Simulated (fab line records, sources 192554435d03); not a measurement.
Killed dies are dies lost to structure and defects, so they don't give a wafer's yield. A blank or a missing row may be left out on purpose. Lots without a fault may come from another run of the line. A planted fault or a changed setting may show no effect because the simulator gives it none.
Chamber matching | flow n5_finfet | N5_BEOL_M1_VIA_ETCH_34 on rie_diel-05: 4 sister chambers
The step etches the open film in C4F6/O2, target depth 67.8 nm, time 64.4 s. 4 wafers are shown with their chamber, then 7 later ones without.

WAFERS WITH THEIR CHAMBER
wafer  | chamber | drypump_motor_current_A (A)
L079.1 | 0       | 5.50
L083.3 | 2       | 5.34
L088.1 | 3       | 5.98
L088.3 | 1       | 5.77

WAFERS WITHOUT THEIR CHAMBER
wafer  | drypump_motor_current_A (A)
L088.4 | 5.53
L093.1 | 5.95
L093.2 | 5.32
L093.5 | 5.52
L096.3 | 5.78
L096.5 | 5.33
L096.6 | 5.79

WHICH CHAMBER EACH WENT THROUGH
wafer  | from the rows above | in truth
L088.4 | 0                   | 0
L093.1 | 3                   | 3
L093.2 | 2                   | 2
L093.5 | 0                   | 0
L096.3 | 1                   | 1
L096.5 | 2                   | 2
L096.6 | 1                   | 1
Placed correctly: 7 of 7. Can't be placed from these rows: 0. Placed wrongly: 0.
How it was worked out, from the rows above alone: a wafer's distance from a chamber is the root of the sum, over the readings, of the square of ((its reading less the chamber's mean) divided by the reading's scatter). The wafer belongs to the nearest chamber; if the next one is less than 2 further off, it can't be placed. A chamber's mean is the mean of its shown wafers. The scatter: with one shown wafer a chamber, the root of the mean of the squares of how far each hidden wafer lies from its nearest shown one.
